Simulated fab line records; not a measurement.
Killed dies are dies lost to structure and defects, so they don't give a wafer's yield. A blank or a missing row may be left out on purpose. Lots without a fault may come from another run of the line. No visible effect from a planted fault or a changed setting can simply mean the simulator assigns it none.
Problem report, 8D (eight disciplines) form, completed by code / flow nand harc / the parts of the form that need people (team, actions taken, sign-off) are left out

1. THE PROBLEM
At NHARC_P_ZERO_WELL_CD_MEAS_11, cd nm averages 435.6 nm over 6 wafers from 2 lots, while fault-free wafers read 500.0 nm, standard deviation 2. That is -32 standard deviations from the usual mean.
The step: target cd 500 nm.
First seen on wafer L231.1, day 7 07:19, on cd sem-01. At this step, 42 wafers from 14 lots have a number in the record. By rule, "out" or "out of limits" means more than 4 standard deviations away from the usual mean. Any other wafer with a number is counted as sound.

2. WHAT IT IS; WHAT IT IS NOT
question=which readings at this step | is=cd nm | is not=-
question=which lots | is=L231, L232 | is not=L218, L220, L221, L222, L224, L225, L226, L235, L236, L239, L240, L241
question=which wafers of those lots | is=all that have a number | is not=-
question=read on which gauges | is=cd sem-01, cd sem-02 | is not=cd sem-03
question=when | is=from day 7 07:19 | is not=up to then (21 sound wafers); but 15 sound wafers of L235, L236, L239, L240, L241 came after

3. SUSPECTS, AND WHAT RULES EACH OUT
Counting: a tool at a process step up to the reading stays a suspect if it ran every lot that is out and no sound lot after the first of them.
- the gauge at NHARC_P_ZERO_WELL_CD_MEAS_11: ruled out. Those wafers that are out were read across 2 gauges (cd sem-01, cd sem-02).
- litho track-07 at NHARC_P_ZERO_WELL_PEB_09 (peb time 80 s): kept. Every lot that is out went through it, starting with L231 (day 7 07:14), and after that it ran no sound lot; the last sound lot it ran before then is L221 (day 3 03:10). Its own readings are out on those wafers: heater power total W, plate temp C.
Remaining after the count: litho track-07 at NHARC_P_ZERO_WELL_PEB_09.

4. THE CAUSE (what the simulator had put in)
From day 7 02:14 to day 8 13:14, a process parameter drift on litho track-07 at NHARC_P_ZERO_WELL_PEB_09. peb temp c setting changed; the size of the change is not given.
The count eliminated every tool but this one.

5. THE EFFECT CHAIN, in route order
Each row: a reading where the mean over the struck wafers with a number is more than 3 standard deviations away from the usual. Only readings whose record carries a usual standard deviation are examined. hours: median over the lots of the time between each lot's start at the first step of this table that gives one and its start at this step. sigmas: the change, counted in usual standard deviations.
hours=0; step=NHARC_P_ZERO_WELL_PEB_09; reading=heater power total W; usual=189.7 W; on struck wafers=174.4; change=-15.3; sigmas=-20
hours=0; step=NHARC_P_ZERO_WELL_PEB_09; reading=plate temp C; usual=127.96 C; on struck wafers=120.10; change=-7.86; sigmas=-60
hours=0; step=NHARC_P_ZERO_WELL_CD_MEAS_11; reading=cd nm; usual=500.0 nm; on struck wafers=435.6; change=-64.4; sigmas=-32
It contains these process steps:
- NHARC_P_ZERO_WELL_PEB_09: peb time 80 s.

6. HOW IT WOULD HAVE BEEN CAUGHT EARLIER
In this record the first reading out of limits at a measuring or inspecting step was taken at day 7 07:19, 5 hours after the fault began at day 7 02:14.
Tool's own readings at NHARC_P_ZERO_WELL_PEB_09, heater power total W, plate temp C: out on all struck wafers the step has rows for; an alarm limit on them would have tripped on the first.
Of the lots that are out (2), L232 began NHARC_P_ZERO_WELL_PEB_09 on litho track-07 after day 7 07:19. Putting the tool on hold at that point would have spared it.
